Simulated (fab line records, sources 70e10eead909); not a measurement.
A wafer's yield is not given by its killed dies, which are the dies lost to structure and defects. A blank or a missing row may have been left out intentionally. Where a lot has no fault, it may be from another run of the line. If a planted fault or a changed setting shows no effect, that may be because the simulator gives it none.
fab line records || flow nandHarc
record {"lots": 6, "wafers": 18, "lastDay": 33}
route steps=1302 shown A_DECK1_JOINT@544 A_ONON_D2@545 END@1302
lots untouched by any fault: they come from a run of this same line in which no faults occurred
startH: start of the lot's first displayed wafer, in hours after the record's first day || waitH: time in hours since the lot's previous step || " identical to the entry in the row above || L1.1+2: several wafers, shown together as one row || - value missing, or start not given || * or withheld: withheld || < > ~ a bound
route shown NAME@n: NAME is a module with steps in the file, n the number in the route of the first one || usual: the fault-free wafers' mean and standard deviation || same: alike in all rows || chamber/n: place in a boat || sites: per-site readings || _std_site: the values' standard deviation || _edge_site: inner sites' mean taken away from outer sites' mean || radiusMm: for every site, how far away it sits from the centre of the wafer || mask NAME#n: copy n || behind: the most recent tool/chamber to have shaped the wafer || hold: why the lot went on hold/how many hours it stayed there/how the hold came to an end || device: the transistor (n, p or np) that didn't switch || end of line: the tests these same wafers got at the end of their route || step lacking rows: just its recipe || killed: count of dies lost to structure and defects at first sort (not the wafer's yield) || map: shows each die of a wafer: x if killed, . if not, _ if none is there
set.NAME: the setting the step ran with; set.NAME@STEP: the setting that earlier step ran with || model.NAME: the simulator's own value behind a step, which no gauge read
a table for each step, a row for each wafer; lots at some steps of the route
services: a tool's chamber out of use, with start hour (startH, from the record's first day; less than 0 if before it), hours out, and reason
## steps
# step NHARC_A_DECK1_JOINT_INSPECT_05
# usual {"rawDefectCount": "398/160"}
{"lot.wafer": "L957.1", "tool": "defectInspect-02", "chamber": "-", "startH": 316.51, "waitH": 0.0, "rawDefectCount": 258}
{"lot.wafer": "L957.4", "tool": "defectInspect-02", "chamber": "-", "startH": 316.51, "waitH": 0.0, "rawDefectCount": 309}
{"lot.wafer": "L957.6", "tool": "defectInspect-02", "chamber": "-", "startH": 316.51, "waitH": 0.0, "rawDefectCount": 165}
{"lot.wafer": "L969.2", "tool": "defectInspect-02", "chamber": "-", "startH": 434.09, "waitH": 0.0, "rawDefectCount": 266}
{"lot.wafer": "L969.3", "tool": "defectInspect-02", "chamber": "-", "startH": 434.09, "waitH": 0.0, "rawDefectCount": 353}
{"lot.wafer": "L969.5", "tool": "defectInspect-02", "chamber": "-", "startH": 434.09, "waitH": 0.0, "rawDefectCount": 475}
{"lot.wafer": "L970.1", "tool": "defectInspect-01", "chamber": "-", "startH": 451.67, "waitH": 0.0, "rawDefectCount": 422}
{"lot.wafer": "L970.4", "tool": "defectInspect-01", "chamber": "-", "startH": 451.67, "waitH": 0.0, "rawDefectCount": 395}
{"lot.wafer": "L970.6", "tool": "defectInspect-01", "chamber": "-", "startH": 451.67, "waitH": 0.0, "rawDefectCount": 337}
{"lot.wafer": "L972.2", "tool": "defectInspect-02", "chamber": "-", "startH": 467.70, "waitH": 0.0, "rawDefectCount": 703}
{"lot.wafer": "L972.4", "tool": "defectInspect-02", "chamber": "-", "startH": 467.70, "waitH": 0.0, "rawDefectCount": 722}
{"lot.wafer": "L972.6", "tool": "defectInspect-02", "chamber": "-", "startH": 467.70, "waitH": 0.0, "rawDefectCount": 739}
{"lot.wafer": "L973.1", "tool": "defectInspect-01", "chamber": "-", "startH": 486.51, "waitH": 0.0, "rawDefectCount": 550}
{"lot.wafer": "L973.3", "tool": "defectInspect-01", "chamber": "-", "startH": 486.51, "waitH": 0.0, "rawDefectCount": 186}
{"lot.wafer": "L973.6", "tool": "defectInspect-01", "chamber": "-", "startH": 486.51, "waitH": 0.0, "rawDefectCount": 377}
{"lot.wafer": "L975.1", "tool": "defectInspect-02", "chamber": "-", "startH": 511.21, "waitH": 0.0, "rawDefectCount": 321}
{"lot.wafer": "L975.4", "tool": "defectInspect-02", "chamber": "-", "startH": 511.21, "waitH": 0.0, "rawDefectCount": 485}
{"lot.wafer": "L975.5", "tool": "defectInspect-02", "chamber": "-", "startH": 511.21, "waitH": 0.0, "rawDefectCount": 365}
# step NHARC_A_ONON_D2_DEP_00
# recipe {"targetThkA": 10000, "n2FlowSccm": 2750, "n2oFlowSccm": 2000, "nh3FlowSccm": 500, "sih4FlowSccm": 210, "tempC": 400}
# step NHARC_A_ONON_D2_THK_MEAS_02
# recipe {"thkMeasGauge": "ellipsometry"}
# usual {"thkNm": "1001/8.7"}
{"lot.wafer": "L957.1", "tool": "filmMetro-01", "chamber": "-", "startH": 317.09, "waitH": "-", "thkNm": 1011}
{"lot.wafer": "L957.4", "tool": "filmMetro-01", "chamber": "-", "startH": 317.09, "waitH": "-", "thkNm": 1010}
{"lot.wafer": "L957.6", "tool": "filmMetro-01", "chamber": "-", "startH": 317.09, "waitH": "-", "thkNm": 1010}
{"lot.wafer": "L969.2", "tool": "filmMetro-01", "chamber": "-", "startH": 434.67, "waitH": "-", "thkNm": 993}
{"lot.wafer": "L969.3", "tool": "filmMetro-01", "chamber": "-", "startH": 434.67, "waitH": "-", "thkNm": 992}
{"lot.wafer": "L969.5", "tool": "filmMetro-01", "chamber": "-", "startH": 434.67, "waitH": "-", "thkNm": 990}
{"lot.wafer": "L970.1", "tool": "filmMetro-01", "chamber": "-", "startH": 452.25, "waitH": "-", "thkNm": 1012}
{"lot.wafer": "L970.4", "tool": "filmMetro-01", "chamber": "-", "startH": 452.25, "waitH": "-", "thkNm": 1014}
{"lot.wafer": "L970.6", "tool": "filmMetro-01", "chamber": "-", "startH": 452.25, "waitH": "-", "thkNm": 1014}
{"lot.wafer": "L972.2", "tool": "filmMetro-02", "chamber": "-", "startH": 468.27, "waitH": "-", "thkNm": 1012}
{"lot.wafer": "L972.4", "tool": "filmMetro-02", "chamber": "-", "startH": 468.27, "waitH": "-", "thkNm": 1012}
{"lot.wafer": "L972.6", "tool": "filmMetro-02", "chamber": "-", "startH": 468.27, "waitH": "-", "thkNm": 1011}
{"lot.wafer": "L973.1", "tool": "filmMetro-02", "chamber": "-", "startH": 487.10, "waitH": "-", "thkNm": 1003}
{"lot.wafer": "L973.3", "tool": "filmMetro-02", "chamber": "-", "startH": 487.10, "waitH": "-", "thkNm": 1005}
{"lot.wafer": "L973.6", "tool": "filmMetro-02", "chamber": "-", "startH": 487.10, "waitH": "-", "thkNm": 1004}
{"lot.wafer": "L975.1", "tool": "filmMetro-01", "chamber": "-", "startH": 511.78, "waitH": "-", "thkNm": 1002}
{"lot.wafer": "L975.4", "tool": "filmMetro-01", "chamber": "-", "startH": 511.78, "waitH": "-", "thkNm": 1000}
{"lot.wafer": "L975.5", "tool": "filmMetro-01", "chamber": "-", "startH": 511.78, "waitH": "-", "thkNm": 998}
# step NHARC_A_ONON_D2_DEP_03
# recipe {"targetThkA": 10000, "n2FlowSccm": 2750, "n2oFlowSccm": 2000, "nh3FlowSccm": 500, "sih4FlowSccm": 210, "tempC": 400}
# step NHARC_A_ONON_D2_THK_MEAS_05
# recipe {"thkMeasGauge": "ellipsometry"}
# usual {"thkNm": "997/9.3"}
{"lot.wafer": "L957.1", "tool": "filmMetro-02", "chamber": "-", "startH": 317.66, "waitH": "-", "thkNm": 987}
{"lot.wafer": "L957.4", "tool": "filmMetro-02", "chamber": "-", "startH": 317.66, "waitH": "-", "thkNm": 985}
{"lot.wafer": "L957.6", "tool": "filmMetro-02", "chamber": "-", "startH": 317.66, "waitH": "-", "thkNm": 986}
{"lot.wafer": "L969.2", "tool": "filmMetro-02", "chamber": "-", "startH": 435.24, "waitH": "-", "thkNm": 985}
{"lot.wafer": "L969.3", "tool": "filmMetro-02", "chamber": "-", "startH": 435.24, "waitH": "-", "thkNm": 985}
{"lot.wafer": "L969.5", "tool": "filmMetro-02", "chamber": "-", "startH": 435.24, "waitH": "-", "thkNm": 984}
{"lot.wafer": "L970.1", "tool": "filmMetro-01", "chamber": "-", "startH": 452.81, "waitH": "-", "thkNm": 1008}
{"lot.wafer": "L970.4", "tool": "filmMetro-01", "chamber": "-", "startH": 452.81, "waitH": "-", "thkNm": 1007}
{"lot.wafer": "L970.6", "tool": "filmMetro-01", "chamber": "-", "startH": 452.81, "waitH": "-", "thkNm": 1007}
{"lot.wafer": "L972.2", "tool": "filmMetro-01", "chamber": "-", "startH": 468.83, "waitH": "-", "thkNm": 1000}
{"lot.wafer": "L972.4", "tool": "filmMetro-01", "chamber": "-", "startH": 468.83, "waitH": "-", "thkNm": 999}
{"lot.wafer": "L972.6", "tool": "filmMetro-01", "chamber": "-", "startH": 468.83, "waitH": "-", "thkNm": 1000}
{"lot.wafer": "L973.1", "tool": "filmMetro-01", "chamber": "-", "startH": 487.67, "waitH": "-", "thkNm": 1000}
{"lot.wafer": "L973.3", "tool": "filmMetro-01", "chamber": "-", "startH": 487.67, "waitH": "-", "thkNm": 1000}
{"lot.wafer": "L973.6", "tool": "filmMetro-01", "chamber": "-", "startH": 487.67, "waitH": "-", "thkNm": 999}
{"lot.wafer": "L975.1", "tool": "filmMetro-02", "chamber": "-", "startH": 512.35, "waitH": "-", "thkNm": 983}
{"lot.wafer": "L975.4", "tool": "filmMetro-02", "chamber": "-", "startH": 512.35, "waitH": "-", "thkNm": 984}
{"lot.wafer": "L975.5", "tool": "filmMetro-02", "chamber": "-", "startH": 512.35, "waitH": "-", "thkNm": 982}
# step NHARC_A_ONON_D2_DEP_06
# recipe {"targetThkA": 10000, "n2FlowSccm": 2750, "n2oFlowSccm": 2000, "nh3FlowSccm": 500, "sih4FlowSccm": 210, "tempC": 400}
# step NHARC_A_ONON_D2_THK_MEAS_08
# recipe {"thkMeasGauge": "ellipsometry"}
# usual {"thkNm": "999/9.8"}
{"lot.wafer": "L957.1", "tool": "filmMetro-02", "chamber": "-", "startH": 318.23, "waitH": "-", "thkNm": 997}
{"lot.wafer": "L957.4", "tool": "filmMetro-02", "chamber": "-", "startH": 318.23, "waitH": "-", "thkNm": 997}
{"lot.wafer": "L957.6", "tool": "filmMetro-02", "chamber": "-", "startH": 318.23, "waitH": "-", "thkNm": 997}
{"lot.wafer": "L969.2", "tool": "filmMetro-01", "chamber": "-", "startH": 435.80, "waitH": "-", "thkNm": 999}
{"lot.wafer": "L969.3", "tool": "filmMetro-01", "chamber": "-", "startH": 435.80, "waitH": "-", "thkNm": 999}
{"lot.wafer": "L969.5", "tool": "filmMetro-01", "chamber": "-", "startH": 435.80, "waitH": "-", "thkNm": 999}
{"lot.wafer": "L970.1", "tool": "filmMetro-01", "chamber": "-", "startH": 453.39, "waitH": "-", "thkNm": 1004}
{"lot.wafer": "L970.4", "tool": "filmMetro-01", "chamber": "-", "startH": 453.39, "waitH": "-", "thkNm": 1001}
{"lot.wafer": "L970.6", "tool": "filmMetro-01", "chamber": "-", "startH": 453.39, "waitH": "-", "thkNm": 1004}
{"lot.wafer": "L972.2", "tool": "filmMetro-01", "chamber": "-", "startH": 469.40, "waitH": "-", "thkNm": 1004}
{"lot.wafer": "L972.4", "tool": "filmMetro-01", "chamber": "-", "startH": 469.40, "waitH": "-", "thkNm": 1005}
{"lot.wafer": "L972.6", "tool": "filmMetro-01", "chamber": "-", "startH": 469.40, "waitH": "-", "thkNm": 1006}
{"lot.wafer": "L973.1", "tool": "filmMetro-02", "chamber": "-", "startH": 488.24, "waitH": "-", "thkNm": 1008}
{"lot.wafer": "L973.3", "tool": "filmMetro-02", "chamber": "-", "startH": 488.24, "waitH": "-", "thkNm": 1006}
{"lot.wafer": "L973.6", "tool": "filmMetro-02", "chamber": "-", "startH": 488.24, "waitH": "-", "thkNm": 1006}
{"lot.wafer": "L975.1", "tool": "filmMetro-02", "chamber": "-", "startH": 512.92, "waitH": "-", "thkNm": 996}
{"lot.wafer": "L975.4", "tool": "filmMetro-02", "chamber": "-", "startH": 512.92, "waitH": "-", "thkNm": 993}
{"lot.wafer": "L975.5", "tool": "filmMetro-02", "chamber": "-", "startH": 512.92, "waitH": "-", "thkNm": 994}
# step NHARC_A_ONON_D2_DEP_09
# recipe {"targetThkA": 10000, "n2FlowSccm": 2750, "n2oFlowSccm": 2000, "nh3FlowSccm": 500, "sih4FlowSccm": 210, "tempC": 400}
# step NHARC_A_ONON_D2_THK_MEAS_11
# recipe {"thkMeasGauge": "ellipsometry"}
# usual {"thkNm": "1002/9.7"}
{"lot.wafer": "L957.1", "tool": "filmMetro-02", "chamber": "-", "startH": 318.80, "waitH": "-", "thkNm": 998}
{"lot.wafer": "L957.4", "tool": "filmMetro-02", "chamber": "-", "startH": 318.80, "waitH": "-", "thkNm": 996}
{"lot.wafer": "L957.6", "tool": "filmMetro-02", "chamber": "-", "startH": 318.80, "waitH": "-", "thkNm": 997}
{"lot.wafer": "L969.2", "tool": "filmMetro-02", "chamber": "-", "startH": 436.36, "waitH": "-", "thkNm": 1006}
{"lot.wafer": "L969.3", "tool": "filmMetro-02", "chamber": "-", "startH": 436.36, "waitH": "-", "thkNm": 1004}
{"lot.wafer": "L969.5", "tool": "filmMetro-02", "chamber": "-", "startH": 436.36, "waitH": "-", "thkNm": 1006}
{"lot.wafer": "L970.1", "tool": "filmMetro-01", "chamber": "-", "startH": 453.96, "waitH": "-", "thkNm": 998}
{"lot.wafer": "L970.4", "tool": "filmMetro-01", "chamber": "-", "startH": 453.96, "waitH": "-", "thkNm": 1000}
{"lot.wafer": "L970.6", "tool": "filmMetro-01", "chamber": "-", "startH": 453.96, "waitH": "-", "thkNm": 997}
{"lot.wafer": "L972.2", "tool": "filmMetro-02", "chamber": "-", "startH": 469.96, "waitH": "-", "thkNm": 1012}
{"lot.wafer": "L972.4", "tool": "filmMetro-02", "chamber": "-", "startH": 469.96, "waitH": "-", "thkNm": 1014}
{"lot.wafer": "L972.6", "tool": "filmMetro-02", "chamber": "-", "startH": 469.96, "waitH": "-", "thkNm": 1012}
{"lot.wafer": "L973.1", "tool": "filmMetro-01", "chamber": "-", "startH": 488.81, "waitH": "-", "thkNm": 997}
{"lot.wafer": "L973.3", "tool": "filmMetro-01", "chamber": "-", "startH": 488.81, "waitH": "-", "thkNm": 998}
{"lot.wafer": "L973.6", "tool": "filmMetro-01", "chamber": "-", "startH": 488.81, "waitH": "-", "thkNm": 996}
{"lot.wafer": "L975.1", "tool": "filmMetro-01", "chamber": "-", "startH": 513.49, "waitH": "-", "thkNm": 1011}
{"lot.wafer": "L975.4", "tool": "filmMetro-01", "chamber": "-", "startH": 513.49, "waitH": "-", "thkNm": 1011}
{"lot.wafer": "L975.5", "tool": "filmMetro-01", "chamber": "-", "startH": 513.49, "waitH": "-", "thkNm": 1011}
# step NHARC_A_ONON_D2_DEP_12
# recipe {"targetThkA": 10000, "n2FlowSccm": 2750, "n2oFlowSccm": 2000, "nh3FlowSccm": 500, "sih4FlowSccm": 210, "tempC": 400}
# step NHARC_A_ONON_D2_THK_MEAS_14
# recipe {"thkMeasGauge": "ellipsometry"}
# usual {"thkNm": "997/12"}
{"lot.wafer": "L957.1", "tool": "filmMetro-01", "chamber": "-", "startH": 319.37, "waitH": "-", "thkNm": 987}
{"lot.wafer": "L957.4", "tool": "filmMetro-01", "chamber": "-", "startH": 319.37, "waitH": "-", "thkNm": 987}
{"lot.wafer": "L957.6", "tool": "filmMetro-01", "chamber": "-", "startH": 319.37, "waitH": "-", "thkNm": 987}
{"lot.wafer": "L969.2", "tool": "filmMetro-02", "chamber": "-", "startH": 436.93, "waitH": "-", "thkNm": 1006}
{"lot.wafer": "L969.3", "tool": "filmMetro-02", "chamber": "-", "startH": 436.93, "waitH": "-", "thkNm": 1007}
{"lot.wafer": "L969.5", "tool": "filmMetro-02", "chamber": "-", "startH": 436.93, "waitH": "-", "thkNm": 1005}
{"lot.wafer": "L970.1", "tool": "filmMetro-02", "chamber": "-", "startH": 454.53, "waitH": "-", "thkNm": 1016}
{"lot.wafer": "L970.4", "tool": "filmMetro-02", "chamber": "-", "startH": 454.53, "waitH": "-", "thkNm": 1015}
{"lot.wafer": "L970.6", "tool": "filmMetro-02", "chamber": "-", "startH": 454.53, "waitH": "-", "thkNm": 1015}
{"lot.wafer": "L972.2", "tool": "filmMetro-01", "chamber": "-", "startH": 470.53, "waitH": "-", "thkNm": 1017}
{"lot.wafer": "L972.4", "tool": "filmMetro-01", "chamber": "-", "startH": 470.53, "waitH": "-", "thkNm": 1019}
{"lot.wafer": "L972.6", "tool": "filmMetro-01", "chamber": "-", "startH": 470.53, "waitH": "-", "thkNm": 1018}
{"lot.wafer": "L973.1", "tool": "filmMetro-02", "chamber": "-", "startH": 489.37, "waitH": "-", "thkNm": 1006}
{"lot.wafer": "L973.3", "tool": "filmMetro-02", "chamber": "-", "startH": 489.37, "waitH": "-", "thkNm": 1006}
{"lot.wafer": "L973.6", "tool": "filmMetro-02", "chamber": "-", "startH": 489.37, "waitH": "-", "thkNm": 1005}
{"lot.wafer": "L975.1", "tool": "filmMetro-02", "chamber": "-", "startH": 514.05, "waitH": "-", "thkNm": 978}
{"lot.wafer": "L975.4", "tool": "filmMetro-02", "chamber": "-", "startH": 514.05, "waitH": "-", "thkNm": 978}
{"lot.wafer": "L975.5", "tool": "filmMetro-02", "chamber": "-", "startH": 514.05, "waitH": "-", "thkNm": 978}
# step NHARC_A_ONON_D2_ANNEAL_15
# recipe {"tempC": 750, "timeS": 3600}
# step NHARC_A_ONON_D2_DEP_16
# recipe {"targetThkA": 10000, "n2FlowSccm": 2750, "n2oFlowSccm": 2000, "nh3FlowSccm": 500, "sih4FlowSccm": 210, "tempC": 400}
{"lot.wafer": "L957.1+4+6", "tool": "pecvdOnon-01", "chamber": 0, "startH": 326.61, "waitH": 0.4}
{"lot.wafer": "L969.2+3+5", "tool": "pecvdOnon-02", "chamber": 0, "startH": 441.41, "waitH": 0.4}
{"lot.wafer": "L970.1+4+6", "tool": "pecvdOnon-02", "chamber": 0, "startH": 463.30, "waitH": 0.4}
{"lot.wafer": "L972.2+4+6", "tool": "pecvdOnon-01", "chamber": 0, "startH": 479.77, "waitH": 0.4}
{"lot.wafer": "L973.1+3+6", "tool": "pecvdOnon-01", "chamber": 0, "startH": 496.56, "waitH": 0.4}
{"lot.wafer": "L975.1+4+5", "tool": "pecvdOnon-02", "chamber": 0, "startH": 521.26, "waitH": 0.4}
# step NHARC_A_ONON_D2_THK_MEAS_18
# recipe {"thkMeasGauge": "ellipsometry"}
# usual {"thkNm": "1003/7.8"}
{"lot.wafer": "L957.1", "tool": "filmMetro-02", "chamber": "-", "startH": 327.12, "waitH": "-", "thkNm": 1003}
{"lot.wafer": "L957.4", "tool": "filmMetro-02", "chamber": "-", "startH": 327.12, "waitH": "-", "thkNm": 1004}
{"lot.wafer": "L957.6", "tool": "filmMetro-02", "chamber": "-", "startH": 327.12, "waitH": "-", "thkNm": 1004}
{"lot.wafer": "L969.2", "tool": "filmMetro-01", "chamber": "-", "startH": 441.86, "waitH": "-", "thkNm": 997}
{"lot.wafer": "L969.3", "tool": "filmMetro-01", "chamber": "-", "startH": 441.86, "waitH": "-", "thkNm": 997}
{"lot.wafer": "L969.5", "tool": "filmMetro-01", "chamber": "-", "startH": 441.86, "waitH": "-", "thkNm": 1511}
{"lot.wafer": "L970.1", "tool": "filmMetro-01", "chamber": "-", "startH": 463.81, "waitH": "-", "thkNm": 993}
{"lot.wafer": "L970.4", "tool": "filmMetro-01", "chamber": "-", "startH": 463.81, "waitH": "-", "thkNm": 1506}
{"lot.wafer": "L970.6", "tool": "filmMetro-01", "chamber": "-", "startH": 463.81, "waitH": "-", "thkNm": 994}
{"lot.wafer": "L972.2", "tool": "filmMetro-02", "chamber": "-", "startH": 480.22, "waitH": "-", "thkNm": 1006}
{"lot.wafer": "L972.4", "tool": "filmMetro-02", "chamber": "-", "startH": 480.22, "waitH": "-", "thkNm": 1006}
{"lot.wafer": "L972.6", "tool": "filmMetro-02", "chamber": "-", "startH": 480.22, "waitH": "-", "thkNm": 1007}
{"lot.wafer": "L973.1", "tool": "filmMetro-02", "chamber": "-", "startH": 497.06, "waitH": "-", "thkNm": 1002}
{"lot.wafer": "L973.3", "tool": "filmMetro-02", "chamber": "-", "startH": 497.06, "waitH": "-", "thkNm": 1002}
{"lot.wafer": "L973.6", "tool": "filmMetro-02", "chamber": "-", "startH": 497.06, "waitH": "-", "thkNm": 1001}
{"lot.wafer": "L975.1", "tool": "filmMetro-01", "chamber": "-", "startH": 521.77, "waitH": "-", "thkNm": 1004}
{"lot.wafer": "L975.4", "tool": "filmMetro-01", "chamber": "-", "startH": 521.77, "waitH": "-", "thkNm": 1002}
{"lot.wafer": "L975.5", "tool": "filmMetro-01", "chamber": "-", "startH": 521.77, "waitH": "-", "thkNm": 1003}
# step NHARC_A_ONON_D2_DEP_19
# recipe {"targetThkA": 10000, "n2FlowSccm": 2750, "n2oFlowSccm": 2000, "nh3FlowSccm": 500, "sih4FlowSccm": 210, "tempC": 400}
# step NHARC_END_SORT_01
# recipe {"tempC": 25}
# usual {"killedAtArray": "52/18", "killedAtOther": "1.0/1.4", "killedAtPeriphery": "3.1/2.3", "killedDies": "56/17", "killedOpen": "3.0/1.7", "killedShort": "2.5/1.7"}
# same {"grossDies": 677}
{"lot.wafer": "L969.5", "tool": "prober-01", "chamber": 0, "startH": 713.05, "waitH": 3.7, "killedAtArray": 673, "killedAtOther": 0, "killedAtPeriphery": 4, "killedDies": 677, "killedOpen": 3, "killedShort": 5}
{"lot.wafer": "L970.4", "tool": "prober-01", "chamber": 0, "startH": 740.81, "waitH": 3.4, "killedAtArray": 675, "killedAtOther": 2, "killedAtPeriphery": 0, "killedDies": 677, "killedOpen": 1, "killedShort": 0}
# killed by level:class
L969.5 A_ONON_D2:areaDep=616 A_CHANNEL_HOLE_D1:chamberFilmFlake=29 A_CONTACT:chamberFilmFlake=13 A_STAIRCASE:chamberFilmFlake=5 A_SLIT:chamberFilmFlake=4 A_WL_FILL:geometricParticle:short=2 P_STI:geometricParticle:short=1 P_CONTACT:geometricParticle:open=1
L970.4 A_ONON_D2:areaDep=616 A_CHANNEL_HOLE_D2:chamberFilmFlake=22 A_SLIT:chamberFilmFlake=18 A_CHANNEL_HOLE_D1:chamberFilmFlake=8 A_CONTACT:chamberFilmFlake=5 A_STAIRCASE:chamberFilmFlake=2 A_WL_FILL:chamberFilmFlake=2 THIN_TSV:chamberFilmFlake=2
# map L969.5 (x killed, . not)
____________x____________
_________xxxxxxx_________
_______xxxxxxxxxxx_______
______xxxxxxxxxxxxx______
_____xxxxxxxxxxxxxxx_____
____xxxxxxxxxxxxxxxxx____
____xxxxxxxxxxxxxxxxx____
___xxxxxxxxxxxxxxxxxxx___
___xxxxxxxxxxxxxxxxxxx___
__xxxxxxxxxxxxxxxxxxxxx__
__xxxxxxxxxxxxxxxxxxxxx__
_xxxxxxxxxxxxxxxxxxxxxxx_
_xxxxxxxxxxxxxxxxxxxxxxx_
_xxxxxxxxxxxxxxxxxxxxxxx_
_xxxxxxxxxxxxxxxxxxxxxxx_
_xxxxxxxxxxxxxxxxxxxxxxx_
xxxxxxxxxxxxxxxxxxxxxxxxx
xxxxxxxxxxxxxxxxxxxxxxxxx
xxxxxxxxxxxxxxxxxxxxxxxxx
xxxxxxxxxxxxxxxxxxxxxxxxx
xxxxxxxxxxxxxxxxxxxxxxxxx
_xxxxxxxxxxxxxxxxxxxxxxx_
_xxxxxxxxxxxxxxxxxxxxxxx_
_xxxxxxxxxxxxxxxxxxxxxxx_
_xxxxxxxxxxxxxxxxxxxxxxx_
_xxxxxxxxxxxxxxxxxxxxxxx_
__xxxxxxxxxxxxxxxxxxxxx__
__xxxxxxxxxxxxxxxxxxxxx__
___xxxxxxxxxxxxxxxxxxx___
___xxxxxxxxxxxxxxxxxxx___
____xxxxxxxxxxxxxxxxx____
____xxxxxxxxxxxxxxxxx____
_____xxxxxxxxxxxxxxx_____
______xxxxxxxxxxxxx______
_______xxxxxxxxxxx_______
_________xxxxxxx_________
____________x____________
# map L970.4 (x killed, . not)
____________x____________
_________xxxxxxx_________
_______xxxxxxxxxxx_______
______xxxxxxxxxxxxx______
_____xxxxxxxxxxxxxxx_____
____xxxxxxxxxxxxxxxxx____
____xxxxxxxxxxxxxxxxx____
___xxxxxxxxxxxxxxxxxxx___
___xxxxxxxxxxxxxxxxxxx___
__xxxxxxxxxxxxxxxxxxxxx__
__xxxxxxxxxxxxxxxxxxxxx__
_xxxxxxxxxxxxxxxxxxxxxxx_
_xxxxxxxxxxxxxxxxxxxxxxx_
_xxxxxxxxxxxxxxxxxxxxxxx_
_xxxxxxxxxxxxxxxxxxxxxxx_
_xxxxxxxxxxxxxxxxxxxxxxx_
xxxxxxxxxxxxxxxxxxxxxxxxx
xxxxxxxxxxxxxxxxxxxxxxxxx
xxxxxxxxxxxxxxxxxxxxxxxxx
xxxxxxxxxxxxxxxxxxxxxxxxx
xxxxxxxxxxxxxxxxxxxxxxxxx
_xxxxxxxxxxxxxxxxxxxxxxx_
_xxxxxxxxxxxxxxxxxxxxxxx_
_xxxxxxxxxxxxxxxxxxxxxxx_
_xxxxxxxxxxxxxxxxxxxxxxx_
_xxxxxxxxxxxxxxxxxxxxxxx_
__xxxxxxxxxxxxxxxxxxxxx__
__xxxxxxxxxxxxxxxxxxxxx__
___xxxxxxxxxxxxxxxxxxx___
___xxxxxxxxxxxxxxxxxxx___
____xxxxxxxxxxxxxxxxx____
____xxxxxxxxxxxxxxxxx____
_____xxxxxxxxxxxxxxx_____
______xxxxxxxxxxxxx______
_______xxxxxxxxxxx_______
_________xxxxxxx_________
____________x____________
## services
{"tool": "pecvdOnon-02", "chamber": "-", "startH": 366.34, "hours": 13.0, "kind": "pm"}
{"tool": "pecvdOnon-01", "chamber": "-", "startH": 450.00, "hours": 13.0, "kind": "pm"}
## key
firstSign {"step": "NHARC_A_ONON_D2_THK_MEAS_18", "reading": "thkNm", "direction": "up", "sigmas": 64, "usual": 1003, "struck": 1509}
effect {"step": "NHARC_END_SORT_01", "reading": "killedDies", "direction": "up", "sigmas": 36, "usual": 56, "struck": 677}
moreKillsBornAt {"NHARC_A_ONON_D2_DEP_16@pecvdOnon-02": 1232}
metAt NHARC_A_ONON_D2_DEP_16
struckWafers L969.5,L970.4
laterRowsLeftOut L969.5,L970.4
testerLeftOut L969,L970
fault {"kind": "processParameterDrift", "tool": "pecvdOnon-02", "chamber": "-", "onsetH": 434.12, "steps": "NHARC_A_ONON_D2_DEP_16", "channel": "targetThkA", "offset": "*", "shape": "step", "endH": 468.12, "scope": "struckWafersOnly", "actsIn": "*", "stated": "*"}
# testerLeftOut: of these lots the tester's yield and bins aren't shown, on N5 and GAA mostly nor the transistor test; their killed dies are dies lost to structure and defects alone, not to doping, threshold or leakage, so they don't give the yield
# laterRowsLeftOut: the simulator's readings of these wafers behind a module that went badly wrong aren't trusted and aren't shown, but for the sort
